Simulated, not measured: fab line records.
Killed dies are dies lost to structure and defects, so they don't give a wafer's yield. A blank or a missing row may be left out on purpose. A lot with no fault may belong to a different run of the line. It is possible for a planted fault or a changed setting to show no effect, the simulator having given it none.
Matching of chambers ; flow n5-finfet ; N5_HKMG_FIN_ALD_75 on ald-hk-01 has 4 sister chambers
The step deposits Al2O3, target thk 1 nm, co reactant pulse time 1 s. 4 wafers are shown with their chamber, then 7 later ones without.

== EACH WAFER AND ITS CHAMBER ==
wafer;chamber;heater-power-w (W)
L439.2;0;133
L439.3;1;154
L441.2;3;172
L441.5;2;163

== WAFERS WITH NO CHAMBER GIVEN ==
wafer;heater-power-w (W)
L441.6;156
L443.1;173
L443.5;176
L443.6;134
L444.2;133
L444.3;159
L444.5;136

== THE CHAMBER EACH PASSED THROUGH ==
wafer;from the rows above;in truth
L441.6;can't be placed: 1 or 2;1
L443.1;3;3
L443.5;3;3
L443.6;0;0
L444.2;0;0
L444.3;can't be placed: 2 or 1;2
L444.5;0;0
Placed correctly: 5 of 7. From these rows, 2 cannot be placed; in 2 the true chamber is one of the candidates. Wrongly placed: 0.
How it was worked out, from the rows above alone: a wafer's distance from a chamber is the root of the sum, over the readings, of the square of ((its reading less the chamber's mean) divided by the reading's scatter). The wafer belongs to the nearest chamber; if the next one is less than 2 further off, it can't be placed. Each chamber's mean is taken over the wafers shown for it. The scatter: with one shown wafer a chamber, the root of the mean of the squares of how far each hidden wafer lies from its nearest shown one.
